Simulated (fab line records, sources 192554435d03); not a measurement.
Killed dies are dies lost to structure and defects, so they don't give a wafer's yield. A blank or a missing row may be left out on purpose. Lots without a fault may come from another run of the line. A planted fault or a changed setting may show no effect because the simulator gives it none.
fab line records | flow n5_finfet
record lots=9 wafers=27 last_day=17
route steps=1938 shown BEOL_M4@1111 BEOL_M13@1670 PASSIVATION@1936
lots that met no fault: from a run of the same line without faults
start_h: hours from the record's first day to the start of the lot's first wafer shown | wait_h: hours since the lot's step before | " the same as in the row above | L1.1+2: a row that stands for several wafers | - no value, or no start given | * or withheld: withheld | < > ~ a bound
route shown NAME@n: a module of which the file shows steps, and the number in the route of the first | usual: mean/standard deviation of fault-free wafers | same: alike in all rows | chamber/n: place in a boat | sites: the reading at each site | _std_site: their standard deviation | _edge_site: outer sites' mean less inner sites' | radius_mm: how far each site lies from the wafer's centre | mask NAME#n: copy n | behind: the tool/chamber that last shaped the wafer | hold: why the lot was held/for how many hours/how that ended | device: the transistor (n, p or np) that didn't switch | end of line: the same wafers' tests at the end of the route | a step without rows: its recipe alone | killed: dies lost to structure and defects at the first sort, not the wafer's yield | map: a wafer's dies, x killed, . not, _ none there
set.NAME: the setting as run; set.NAME@STEP: as run at that earlier step | model.NAME: the simulator's own value behind a step, which no gauge read
steps of the route over a sample of lots; a table a step, a row a wafer
services: from which hour (start_h, from the record's first day; less than 0 if before it) a tool's chamber was out of use, for how many hours, and why
## steps
# step N5_BEOL_M4_RC_MEAS_101
# usual DIBL_N=35.9/1.3 DIBL_P=35.9/1.6 IOFF_N=0.156/0.022 IOFF_P=0.205/0.023 ION_N=675/9 ION_P=463/5.6 SS_N=71.4/0.57 SS_P=73.1/0.52 VT_N=249.7/2.8 VT_P=-250.2/2.5
# columns lot.wafer tool chamber start_h wait_h DIBL_N[mV/V] DIBL_P[mV/V] IOFF_N[nA/um] IOFF_P[nA/um] ION_N[uA/um] ION_P[uA/um] SS_N[mV/dec] SS_P[mV/dec] VT_N[mV] VT_P[mV]
L905.1 prober-02 0 178.45 0.0 35.7 36.3 0.169 0.208 679 460 71.8 73.6 247.4 -251.9
L905.2 " 0 " " 34.0 33.5 0.136 0.173 663 454 71.2 72.4 252.1 -254.5
L905.5 " 0 " " 36.6 37.3 0.185 0.220 680 463 72.8 72.9 247.1 -251.7
L906.1 prober-01 0 197.44 0.0 35.5 36.9 0.157 0.188 677 460 70.8 73.3 249.9 -252.9
L906.3 " 0 " " 36.9 38.7 0.190 0.218 691 466 71.9 73.0 248.4 -249.9
L906.5 " 0 " " 37.6 39.1 0.204 0.226 688 459 72.4 73.5 246.2 -252.3
L908.1 prober-02 0 199.79 0.0 35.1 35.5 0.141 0.200 668 464 71.0 73.1 250.5 -250.8
L908.4 " 0 " " 32.9 32.3 0.109 0.162 660 461 70.1 71.7 255.8 -251.4
L908.6 " 0 " " 33.3 33.4 0.113 0.169 665 465 71.1 72.5 254.9 -250.0
L907.2 prober-01 0 200.09 0.2 37.7 37.3 0.194 0.240 682 469 72.6 73.0 245.2 -246.3
L907.4 " 0 " " 36.2 35.6 0.164 0.216 675 465 71.2 72.9 248.1 -247.6
L907.5 " 0 " " 37.6 38.0 0.195 0.256 681 470 71.1 73.4 243.1 -247.4
L909.3 prober-02 0 205.60 0.3 34.7 35.5 0.136 0.218 673 467 71.1 72.3 249.2 -247.6
L909.4 " 0 " " 37.3 38.2 0.170 0.266 675 472 72.1 73.3 248.7 -243.5
L909.5 " 0 " " 35.3 35.8 0.142 0.223 679 474 71.8 72.5 250.7 -248.0
L917.1 prober-01 0 258.13 0.0 34.8 34.8 0.137 0.166 668 456 70.6 72.6 253.0 -254.9
L917.3 " 0 " " 35.3 35.6 0.150 0.176 673 458 72.1 73.9 250.7 -254.0
L917.6 " 0 " " 33.9 33.4 0.128 0.146 668 448 71.1 72.5 252.5 -257.1
L920.1 prober-01 0 283.08 0.0 36.3 38.4 0.182 0.202 691 465 71.5 73.7 248.3 -251.0
L920.2 " 0 " " 36.8 38.6 0.172 0.191 672 450 70.8 73.3 250.8 -254.4
L920.3 " 0 " " 37.0 39.0 0.192 0.207 689 460 71.8 73.4 245.5 -251.1
L923.1 prober-02 0 293.45 0.0 38.2 37.6 0.172 0.217 680 462 71.6 74.0 247.7 -248.9
L923.4 " 0 " " 37.4 36.7 0.151 0.204 663 457 71.9 73.9 251.6 -250.7
L923.5 " 0 " " 39.1 39.4 0.197 0.249 679 463 72.1 74.4 246.0 -247.2
L925.2 prober-02 0 298.43 0.2 38.9 38.9 0.200 0.240 683 463 71.4 74.7 246.9 -249.0
L925.3 " 0 " " 38.1 36.9 0.182 0.209 680 460 71.7 73.5 248.8 -250.7
L925.6 " 0 " " 37.4 36.3 0.172 0.203 680 462 71.7 73.1 250.2 -252.5
# step N5_BEOL_M13_OVL_MEAS_11
# recipe points_per_wafer=44
# usual V12_OVL=1/4.9
# columns lot.wafer tool chamber start_h wait_h V12_OVL[nm]
L905.1 overlay-02 0 247.91 0.0 1
L905.2 " 0 " " -6
L905.5 " 0 " " 4
L906.1 overlay-01 0 264.99 0.0 -5
L906.3 " 0 " " -4
L906.5 " 0 " " -2
L908.1 overlay-02 0 270.78 0.0 -1
L908.4 " 0 " " -9
L908.6 " 0 " " -7
L907.2 overlay-02 0 271.38 0.0 -7
L907.4 " 0 " " -1
L907.5 " 0 " " 4
L909.3 overlay-02 0 271.65 0.0 -3
L909.4 " 0 " " 5
L909.5 " 0 " " 3
L917.1 overlay-01 0 327.10 0.0 7
L917.3 " 0 " " 3
L917.6 " 0 " " -6
L920.1 overlay-02 0 355.25 0.0 -11
L920.2 " 0 " " -8
L920.3 " 0 " " -7
L923.1 overlay-02 0 363.12 0.0 2
L923.4 " 0 " " -1
L923.5 " 0 " " 4
L925.2 overlay-01 0 363.16 0.0 3
L925.3 " 0 " " -4
L925.6 " 0 " " 3
# step N5_BEOL_M13_VIA_ETCH_16
# recipe chemistry=C4F8/O2/Ar target=SiOC pressure_mtorr=30 source_w=3000 bias_w=700 Ar_flow_sccm=400 C4F8_flow_sccm=15 O2_flow_sccm=8 he_inner_torr=15 he_outer_torr=30 target_depth_a=9217 time_s=withheld ion_energy_ev=250 ends=cleared
# usual C4F8_flow_sccm=15.00/0.046 O2_flow_sccm=7.998/0.024 drypump_motor_current_A=5.7/0.48 mfc_ar_sccm=399.9/1.2 oes_product_au=0.71/0.075 rf_vpp_V=664.2/2.8 showerhead_plenum_p_Torr=3.36/0.099 throttle_valve_pct=24.06/0.2
# columns lot.wafer tool chamber start_h wait_h C4F8_flow_sccm O2_flow_sccm drypump_motor_current_A mfc_ar_sccm oes_product_au rf_vpp_V showerhead_plenum_p_Torr throttle_valve_pct
L905.1 rie_diel-01 1 248.05 0.0 14.97 7.997 5.8 398.1 0.67 662.0 3.27 23.83
L905.2 " 0 " " 15.00 8.004 5.7 397.8 0.66 668.9 3.55 24.48
L905.5 " 1 " " 14.93 8.045 5.8 399.6 0.66 663.6 3.27 23.83
L906.1 rie_diel-02 3 265.14 0.0 15.10 8.004 5.6 399.6 0.61 668.2 3.49 24.16
L906.3 " 2 " " 15.07 7.951 6.0 399.0 0.82 664.7 3.33 24.14
L906.5 " 0 " " 15.05 7.975 5.9 400.2 0.63 663.6 3.37 24.29
L908.1 rie_diel-02 2 270.92 0.0 14.93 7.981 6.0 402.2 0.81 663.1 3.33 24.12
L908.4 " 3 " " 15.00 7.976 5.6 401.9 0.61 669.1 3.49 24.17
L908.6 " 2 " " 14.99 7.975 6.0 401.7 0.81 662.8 3.33 24.13
L907.2 rie_diel-01 3 271.53 0.0 15.09 8.009 4.7 398.1 0.71 661.9 3.29 23.91
L907.4 " 0 " " 14.98 7.961 5.8 399.0 0.65 667.4 3.55 24.46
L907.5 " 2 " " 14.88 7.962 5.0 398.6 0.71 663.9 3.31 23.96
L909.3 rie_diel-02 0 271.81 0.0 14.96 7.991 5.9 398.9 0.62 666.3 3.37 24.29
L909.4 " 3 " " 15.06 8.041 5.6 400.1 0.62 669.1 3.49 24.17
L909.5 " 0 " " 14.99 7.986 6.0 399.3 0.63 664.6 3.37 24.30
L917.1 rie_diel-01 0 327.44 0.0 14.99 7.984 5.7 399.5 0.64 667.1 3.54 24.48
L917.3 " 3 " " 14.99 8.000 4.7 400.7 0.69 662.9 3.28 23.94
L917.6 " 0 " " 15.04 7.987 5.8 400.6 0.64 669.0 3.54 24.48
L920.1 rie_diel-06 1 355.48 0.0 15.01 8.004 6.6 401.7 0.73 668.9 3.58 24.28
L920.2 " 0 " " 14.95 7.995 5.8 398.2 0.76 662.6 3.32 23.97
L920.3 " 3 " " 15.00 8.000 5.9 401.3 0.70 662.2 3.31 24.01
L923.1 rie_diel-06 1 363.26 0.0 15.11 8.007 6.6 398.8 0.73 670.4 3.58 24.29
L923.4 " 0 " " 14.96 8.012 5.8 401.8 0.77 662.5 3.32 23.97
L923.5 " 2 " " 15.01 8.052 5.6 398.4 0.82 663.6 3.35 23.61
L925.2 rie_diel-01 3 363.30 0.0 15.03 8.017 4.7 401.3 0.69 662.1 3.27 23.96
L925.3 " 2 " " 14.99 7.977 5.0 400.8 0.69 663.0 3.30 24.00
L925.6 " 2 " " 14.98 8.010 4.9 397.5 0.69 663.6 3.30 23.99
# step N5_BEOL_M13_INSPECT_30
# recipe mode=adi inspect_instrument=macro
# usual raw_defect_count=2.1/1.5
# columns lot.wafer tool chamber start_h wait_h raw_defect_count
L905.1 defect_inspect-02 - 249.00 0.0 2
L905.2 " - " " 1
L905.5 " - " " 6
L906.1 defect_inspect-01 - 266.09 0.0 0
L906.3 " - " " 2
L906.5 " - " " 1
L908.1 defect_inspect-02 - 271.88 0.0 4
L908.4 " - " " 0
L908.6 " - " " 4
L907.2 defect_inspect-01 - 272.47 0.0 2
L907.4 " - " " 3
L907.5 " - " " 3
L909.3 defect_inspect-01 - 272.76 0.0 3
L909.4 " - " " 1
L909.5 " - " " 5
L917.1 defect_inspect-02 - 328.26 0.0 4
L917.3 " - " " 0
L917.6 " - " " 2
L920.1 defect_inspect-02 - 356.30 0.0 0
L920.2 " - " " 2
L920.3 " - " " 2
L923.1 defect_inspect-01 - 364.21 0.0 2
L923.4 " - " " 3
L923.5 " - " " 1
L925.2 defect_inspect-02 - 364.37 0.0 2
L925.3 " - " " 1
L925.6 " - " " 4
# step N5_BEOL_M13_ETCH_68
# recipe chemistry=N2/H2 target=SOC mask_material=SiARC source_w=3000 bias_w=350 temp_c=40 time_s=355 ion_energy_ev=200 pressure_mtorr=30 n2_flow_sccm=200 h2_flow_sccm=200
# usual bias_w=350.1/0.97 chamber_pressure_mTorr=30.004/0.026 drypump_motor_current_A=5.7/0.49 oes_product_au=0.80/0.084 rf_vpp_V=522.7/2.3 showerhead_plenum_p_Torr=2.50/0.075 throttle_valve_pct=17.67/0.2
# columns lot.wafer tool chamber start_h wait_h bias_w chamber_pressure_mTorr drypump_motor_current_A oes_product_au rf_hours_counter_h rf_vpp_V showerhead_plenum_p_Torr throttle_valve_pct
L905.1 rie_diel-01 0 249.22 0.1 349.2 30.032 5.7 0.72 170 527.3 2.64 18.06
L905.2 " 1 " " 349.3 29.986 5.8 0.73 170 519.6 2.43 17.54
L905.5 " 2 " " 350.8 30.006 5.0 0.79 - 521.4 2.47 17.62
L906.1 rie_diel-06 2 266.30 0.1 - - - - - - - -
L906.3 " 0 " " - - - - - - - -
L906.5 " 3 " " - - - - - - - -
L908.1 rie_diel-02 3 272.33 0.1 - - - - - - - -
L908.4 " 1 " " - - - - - - - -
L908.6 " 2 " " - - - - - - - -
L907.2 rie_diel-06 0 272.74 0.1 349.1 30.017 5.8 0.89 44 522.2 2.48 17.41
L907.4 " 1 " " 349.9 29.994 6.6 0.84 75 527.1 2.68 17.77
L907.5 " 0 " " 348.8 29.939 5.8 0.88 - 522.7 2.48 17.41
L909.3 rie_diel-02 0 273.12 0.1 349.3 30.012 6.0 0.69 247 522.4 2.50 17.87
L909.4 " 3 " " 350.6 29.966 5.6 0.68 231 525.9 2.62 17.96
L909.5 " 1 " " 349.7 30.029 6.0 0.91 - 522.7 2.48 17.55
L917.1 rie_diel-06 0 329.36 0.1 349.5 29.992 5.8 0.86 59 520.7 2.47 17.44
L917.3 " 2 " " 352.5 29.992 5.7 0.95 2 523.4 2.50 17.24
L917.6 " 1 " " 350.1 30.015 6.7 0.82 - 527.0 2.67 17.82
L920.1 rie_diel-02 3 356.59 0.1 350.5 30.014 5.6 0.96 2 525.5 2.61 17.58
L920.2 " 1 " " 349.4 30.012 6.1 0.87 58 521.9 2.47 17.58
L920.3 " 0 " " 350.1 29.992 5.9 0.95 13 521.8 2.49 17.45
L923.1 rie_diel-02 2 364.45 0.1 349.0 29.967 6.0 0.85 71 522.5 2.46 17.70
L923.4 " 2 " " 350.9 29.990 6.0 0.84 - 521.8 2.47 17.71
L923.5 " 0 " " 351.0 30.000 5.9 0.94 - 522.7 2.49 17.46
L925.2 rie_diel-06 1 364.86 0.1 351.2 29.995 6.6 0.82 100 528.0 2.66 17.84
L925.3 " 2 " " 350.0 29.992 5.7 0.93 12 522.1 2.50 17.24
L925.6 " 1 " " 349.8 29.971 6.6 0.82 - 526.0 2.66 17.83
# step N5_PASSIVATION_PROBE_49
# usual defect_limited_yield=91.3/1.4 killed_at_M0_to_M3=35/11 killed_at_M4_up=14/5.4 killed_at_contacts=12/6.2 killed_at_front_end=38/11 killed_at_other=4.1/2.8 killed_dies=103/17 killed_on_rim=13/4 killed_open=66/13 killed_short=34/8.2 sort_bin_5_function=5.1/0.89 sort_bin_6_memory=3.3/0.72 sort_n_pass=1077/17 sort_yield_pct=91.3/1.4
# same gross_dies=1180 killed_at_back_side=0 sort_bin_4_leakage[%]=0 sort_bin_8_speed[%]=0
# columns lot.wafer tool chamber start_h wait_h defect_limited_yield[%] killed_at_M0_to_M3 killed_at_M4_up killed_at_contacts killed_at_front_end killed_at_other killed_dies killed_on_rim killed_open killed_short sort_bin_5_function[%] sort_bin_6_memory[%] sort_n_pass sort_yield_pct[%]
L906.1 prober-01 - 294.22 0.6 0 29 1101 10 34 6 1180 152 61 21 97.0 2.8 0 0
L906.3 prober-01 - 294.32 0.7 0 30 1106 9 34 1 1180 152 65 20 96.8 3.1 0 0
L906.5 prober-01 - 294.42 0.8 0 31 1101 4 36 8 1180 152 62 26 97.0 3.0 0 0
L908.1 prober-01 - 305.29 0.0 0 38 1092 11 32 7 1180 152 65 36 96.4 3.1 0 0
L908.4 prober-01 - 305.44 0.2 0 15 1106 24 32 3 1180 152 64 22 96.9 3.0 0 0
L908.6 prober-01 - 305.54 0.3 0 34 1073 18 53 2 1180 152 64 53 95.8 3.5 0 0
L917.1 prober-02 - 358.02 0.0 91.6 36 8 13 38 4 99 8 63 34 5.7 2.6 1081 91.6
L917.3 prober-02 - 358.12 0.1 91.6 26 9 15 46 3 99 8 65 33 4.3 3.6 1081 91.6
L917.6 prober-02 - 358.27 0.3 94.1 27 8 10 23 2 70 8 44 25 3.5 2.0 1110 94.1
L920.1 prober-02 - 386.82 0.0 91.1 37 10 6 47 5 105 11 67 37 5.6 3.2 1075 91.1
L920.2 prober-02 - 386.87 0.1 93.5 28 9 6 31 3 77 8 52 24 3.8 2.5 1103 93.5
L920.3 prober-02 - 386.92 0.1 91.8 42 11 2 33 9 97 13 65 29 4.9 3.1 1083 91.8
# killed by level:class
L906.1 BEOL_M13:area_etch=1094 STI_FIN_REVEAL:geometric_particle:open=11 BEOL_M2:geometric_particle:open=7 MOL_CONTACT_COAG:geometric_particle:open=6 DUMMY_GATE:geometric_particle:open=6 BEOL_M3:geometric_particle:open=5 MOL_CONTACT_COAG:geometric_particle:short=4 FIN_SAQP:geometric_particle:open=3
L906.3 BEOL_M13:area_etch=1093 BEOL_M2:geometric_particle:open=10 MOL_CONTACT_COAG:geometric_particle:open=9 BEOL_M3:geometric_particle:open=8 STI_FIN_REVEAL:geometric_particle:open=7 BEOL_M4:geometric_particle:open=6 FIN_SAQP:geometric_particle:short=4 GATE_CUT:geometric_particle:short=4
L906.5 BEOL_M13:area_etch=1090 BEOL_M2:geometric_particle:open=10 FIN_SAQP:geometric_particle:open=6 BEOL_M1:geometric_particle:open=6 STI_FIN_REVEAL:geometric_particle:open=5 GATE_CUT:geometric_particle:short=5 BEOL_M4:geometric_particle:open=5 FIN_SAQP:geometric_particle:short=4
L908.1 BEOL_M13:area_etch=1079 MOL_CONTACT_COAG:geometric_particle:open=9 BEOL_M1:geometric_particle:open=8 BEOL_M3:geometric_particle:open=8 FIN_SAQP:geometric_particle:short=7 BEOL_M2:geometric_particle:open=7 BEOL_M1:geometric_particle:short=5 STI_FIN_REVEAL:geometric_particle:open=4
L908.4 BEOL_M13:area_etch=1092 MOL_CONTACT_COAG:geometric_particle:open=19 BEOL_M4:geometric_particle:open=10 MOL_CONTACT_COAG:geometric_particle:short=5 FIN_SAQP:geometric_particle:short=4 STI_FIN_REVEAL:geometric_particle:open=4 DUMMY_GATE:geometric_particle:open=4 GATE_CUT:geometric_particle:open=4
L908.6 BEOL_M13:area_etch=1063 FIN_SAQP:geometric_particle:short=16 STI_FIN_REVEAL:geometric_particle:open=11 MOL_CONTACT_COAG:geometric_particle:open=11 BEOL_M3:geometric_particle:open=8 MOL_CONTACT_COAG:geometric_particle:short=7 BEOL_M2:geometric_particle:open=5 GATE_CUT:geometric_particle:short=5
L917.1 FIN_SAQP:geometric_particle:short=11 MOL_CONTACT_COAG:geometric_particle:open=10 FIN_SAQP:geometric_particle:open=8 STI_FIN_REVEAL:geometric_particle:open=7 BEOL_M0_SAQP:geometric_particle:short=7 BEOL_M2:geometric_particle:open=7 BEOL_M1:geometric_particle:open=6 BEOL_M0:geometric_particle:open=5
L917.3 STI_FIN_REVEAL:geometric_particle:open=17 BEOL_M2:geometric_particle:open=13 FIN_SAQP:geometric_particle:short=12 MOL_CONTACT_COAG:geometric_particle:open=12 FIN_SAQP:geometric_particle:open=6 BEOL_M3:geometric_particle:open=4 STARTING-WAFER:geometric_particle:short=4 MOL_CONTACT_COAG:geometric_particle:short=3
L917.6 MOL_CONTACT_COAG:geometric_particle:open=9 BEOL_M0_SAQP:geometric_particle:short=6 BEOL_M0_SAQP:geometric_particle:open=6 BEOL_M2:geometric_particle:open=6 BEOL_M4:geometric_particle:open=5 FIN_SAQP:geometric_particle:open=4 FIN_SAQP:geometric_particle:short=4 STI_FIN_REVEAL:geometric_particle:open=3
L920.1 FIN_SAQP:geometric_particle:open=17 FIN_SAQP:geometric_particle:short=7 BEOL_M0_SAQP:geometric_particle:open=7 BEOL_M2:geometric_particle:open=7 MOL_CONTACT_COAG:geometric_particle:open=6 DUMMY_GATE:geometric_particle:open=5 BEOL_M0_SAQP:geometric_particle:short=5 BEOL_M1:geometric_particle:open=5
L920.2 FIN_SAQP:geometric_particle:open=10 BEOL_M2:geometric_particle:open=10 FIN_SAQP:geometric_particle:short=8 GATE_CUT:geometric_particle:open=5 MOL_CONTACT_COAG:geometric_particle:open=5 BEOL_M0_SAQP:geometric_particle:open=5 BEOL_M0_SAQP:geometric_particle:short=5 BEOL_M4:geometric_particle:open=5
L920.3 BEOL_M2:geometric_particle:open=15 BEOL_M0_SAQP:geometric_particle:short=9 BEOL_M0_SAQP:geometric_particle:open=8 STI_FIN_REVEAL:geometric_particle:open=7 GATE_CUT:geometric_particle:short=5 STARTING-WAFER:geometric_particle:open=5 FIN_SAQP:geometric_particle:short=4 BEOL_M3:geometric_particle:open=4
## services
# columns tool chamber start_h hours kind
rie_diel-01 - 231.04 0.4 repair
rie_diel-06 - 276.05 14.6 pm
rie_diel-02 - 279.98 0.2 repair
rie_diel-02 0 283.46 - clean
rie_diel-02 0 283.46 - consumable_replace:focus_ring
rie_diel-02 0 283.46 27.3 scheduled_down
rie_diel-02 0 283.46 27.3 vent_cycle
rie_diel-06 2 307.59 1.2 repair
rie_diel-06 2 308.94 - clean
rie_diel-06 2 308.94 - consumable_replace:focus_ring
rie_diel-06 2 308.94 16.3 scheduled_down
rie_diel-06 2 308.94 16.3 vent_cycle
rie_diel-02 0 316.35 5.3 repair
rie_diel-02 3 326.91 - clean
rie_diel-02 3 326.91 - consumable_replace:focus_ring
rie_diel-02 3 326.91 21.4 scheduled_down
rie_diel-02 3 326.91 21.4 vent_cycle
rie_diel-06 2 335.32 3.3 repair
rie_diel-02 3 363.11 7.7 repair
## key
first_sign step=N5_BEOL_M13_ETCH_68 reading=tool_record direction=missing
effect step=N5_PASSIVATION_PROBE_49 reading=killed_at_M4_up direction=up sigmas=99+ usual=14 struck=1096
more_kills_born_at N5_BEOL_M13_ETCH_68@rie_diel-06=3277 N5_BEOL_M13_ETCH_68@rie_diel-02=3234
met_at N5_BEOL_M13_ETCH_68
struck_lots L906,L908
later_rows_left_out L906.1,L906.3,L906.5,L908.1,L908.4,L908.6
not_acting_at N5_BEOL_M13_OVL_MEAS_11,N5_BEOL_M13_VIA_ETCH_16,N5_BEOL_M13_INSPECT_30
fault kind=skipped_step_whole tool=rie_diel-02,rie_diel-06 chamber=- onset_h=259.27 steps=N5_BEOL_M13_ETCH_68 scope=struck_lots_only
# later_rows_left_out: the simulator's readings of these wafers behind a module that went badly wrong aren't trusted and aren't shown, but for the sort
